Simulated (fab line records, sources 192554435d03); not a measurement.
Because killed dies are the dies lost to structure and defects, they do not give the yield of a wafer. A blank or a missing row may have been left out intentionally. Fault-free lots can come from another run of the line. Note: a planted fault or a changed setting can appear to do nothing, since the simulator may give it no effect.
A struck lot beside a sound one :: flow n5Finfet :: 40 steps out of a route of 1938
Sound: the wafers L955.1, L955.3, L955.6. Struck: wafers L966.2, L966.3 (left out: L966.1, a lot-mate that was not struck); the cause follows at the end.
Per side, at each step with rows, come the tool, then ch with its chambers, and then its first start. Under that, the readings that differ: sound wafers :: struck wafers :: difference of the means :: sigmas: that difference in standard deviations of wafers without a fault.
alike: readings with means less than 2 such deviations apart, plus words and numbers identical on both sides. not compared: withheld readings, readings lacking a value on some wafer, bounds such as >300 that could conceal the same value, and numbers that have no deviation in the record and whose values overlap.
A row with sigmas, a row that says differs or no value, or rows on one side alone: a step with any of these is where the two part. Numbers that don't overlap but have no deviation are shown without sigmas and don't part them. Lack of a reading on every wafer of one side parts them only where that side has two or more wafers.

first, 5 steps without rows for these wafers: N5_HKMG_FIN_ALD_91 (deposits TiN, target thk 1 nm, pulse time 1 s, purge time 3 s); N5_HKMG_FIN_COAT_85 (time 60 s, resist thk 300 nm); N5_HKMG_FIN_ETCH_86 (etches SOC in N2/H2, stops on TiN, target depth 393.2 nm); N5_HKMG_FIN_STRIP_89 (strips SOC in N2/H2, time 20 s); N5_HKMG_FIN_WET_ETCH_87 (etches TiN in SC1, time 154.2 s, target depth 4.7 nm, rinse time 30 s).
N5_HKMG_FIN_STRIP_88: strips in N2/H2, time 360 s.
  sound on plasmaAsher-01 ch 0,1, day 4 04:16; struck on plasmaAsher-02 ch 1, day 7 01:54
reading: heaterPowerW (W)
sound: 562 518 569
struck: 482 474
difference: -72
sigmas: -2
  alike: drypumpMotorCurrentA, n2FlowSccm, tempC
  not compared: rfHoursCounterH
then, 6 steps without rows for these wafers: N5_HKMG_FIN_NWFM_ALD_20 (deposits TiAlC, target thk 2 nm, pulse time 3 s, purge time 2 s); N5_HKMG_FIN_ALD_71 (deposits TiN, target thk 1 nm, pulse time 1 s, purge time 3 s); N5_HKMG_FIN_COAT_66 (time 60 s, resist thk 300 nm); N5_HKMG_FIN_ETCH_67 (etches SOC in N2/H2, stops on TiN, target depth 388.9 nm); N5_HKMG_FIN_STRIP_90 (strips SOC in N2/H2, time 20 s); N5_HKMG_FIN_WET_ETCH_73 (etches the open film in SC1, time 42.3 s, target depth 1.3 nm, rinse time 30 s).
N5_HKMG_FIN_ETCHBACK_68: etches the open film in Cl2/Ar, stops on HfO2, target depth 0.5 nm.
  sound on rieMetal-01 ch 0,1, day 4 05:20; struck on rieMetal-01 ch 0, day 7 02:59
  alike: drypumpMotorCurrentA, oesProductAu, throttleValvePct
  not compared: rfHoursCounterH
N5_HKMG_FIN_STRIP_69: strips in N2/H2, time 360 s.
  sound on plasmaAsher-01 ch 0,1, day 4 05:28; struck on plasmaAsher-01 ch 1, day 7 03:08
reading: tempC (C)
sound: 300.35 299.98 300.42
struck: 299.71 299.67
difference: -0.56
sigmas: -3
  alike: drypumpMotorCurrentA, heaterPowerW, n2FlowSccm
  not compared: rfHoursCounterH
then, 6 steps without rows for these wafers: N5_HKMG_FIN_ALD_21 (deposits TiN, target thk 1.5 nm, pulse time 1 s, purge time 3 s); N5_HKMG_FIN_ALD_72 (deposits W, target thk 2 nm, pulse time 1 s, purge time 2 s); N5_HKMG_FIN_W_FILL_22 (material W, target thk 60 nm, time 18.2 s); N5_HKMG_FIN_PRECLEAN_83 (cleans in DIW, time 57.5 s); N5_HKMG_FIN_SRD_84 (dry time 32 s); N5_HKMG_FIN_CMP_23 (polishes, stops on SiNx, t overpolish 10 s, target thk 46.326 nm).
N5_HKMG_FIN_CMP_94: polishes, stops on SiNx, t overpolish 4.7 s, target thk 43.299 nm.
  sound on cmp-04 ch 2,3, day 4 06:54; struck on cmp-02 ch 1,2, day 7 04:34
  alike: motorCurrentA, slurryFlowMlMin
then, 2 steps without rows for these wafers: N5_GATE_CUT_ETCHBACK_00 (etches W in SF6/Cl2); N5_GATE_CUT_ETCH_56 (etches TiN in Cl2/Ar, target depth 21.6 nm).
N5_GATE_CUT_ETCHBACK_30: etches TiN in Cl2/Ar, target depth 3 nm.
  sound on rieMetal-03 ch 1, day 4 07:20; struck on rieMetal-02 ch 0,1, day 7 05:00
reading: oesProductAu (a.u.)
sound: 0.95 0.96 0.96
struck: 0.60 0.78
difference: -0.27
sigmas: -3

reading: throttleValvePct (%)
sound: 20.34 20.34 20.35
struck: 21.15 20.90
difference: +0.68
sigmas: +2
  alike: drypumpMotorCurrentA
  not compared: rfHoursCounterH
then, 5 steps without rows for these wafers: N5_GATE_CUT_VAPOR_ETCH_60 (etches HfO2 in BCl3/Cl2); N5_GATE_CUT_ETCH_58 (etches SiNx in CH3F/O2, target depth 17 nm, time 128.6 s); N5_GATE_CUT_STRIP_59 (strips in N2/H2, time 20 s); N5_GATE_CUT_PRECLEAN_31 (cleans in DIW, time 300 s); N5_GATE_CUT_SRD_32 (time 30 s).
N5_GATE_CUT_SAC_CAP_01: material SiNx, target thk 24 nm, pulse time 1 s, ald cycles 480.
  sound on aldSin-02 ch 1,3, day 4 07:47; struck on aldSin-03 ch 0,2, day 7 05:24
  alike: heaterPowerW, precursorPulseHeightRel
then, 9 steps without rows for these wafers: N5_GATE_CUT_PECVD_57 (deposits SiNx from SiH4/NH3/N2, target thk 21 nm); N5_GATE_CUT_CMP_02 (polishes, stops on SiO2, t overpolish 12.7 s, target thk 0 nm); N5_GATE_CUT_HM_DEP_46 (deposits SiO2 from TEOS/O2, target thk 130 nm, time 26.6 s); N5_GATE_CUT_COAT_34 (time 60 s, resist thk 60 nm); N5_GATE_CUT_COAT_35 (time 60 s, resist thk 10 nm); N5_GATE_CUT_COAT_27 (time 60 s, resist thk 10 nm); N5_GATE_CUT_COAT_07 (resist thk 30 nm); N5_GATE_CUT_EBR_09; N5_GATE_CUT_SOFTBAKE_08 (time 60 s).
-- a jump in the record: the struck wafers' starts before and after are 8 days apart (it breaks off in module GATE_CUT and resumes in module PASSIVATION, where the first step shown is number 1936 of the route) --
N5_PASSIVATION_PROBE_49:
  only the struck wafers here have rows in the record (prober-01, day 15 05:34); the sound ones have none

== WHERE THEY PART ==
Earliest at N5_HKMG_FIN_STRIP_88; latest, in this record, at N5_PASSIVATION_PROBE_49.

WHY: what had been put in by the simulator
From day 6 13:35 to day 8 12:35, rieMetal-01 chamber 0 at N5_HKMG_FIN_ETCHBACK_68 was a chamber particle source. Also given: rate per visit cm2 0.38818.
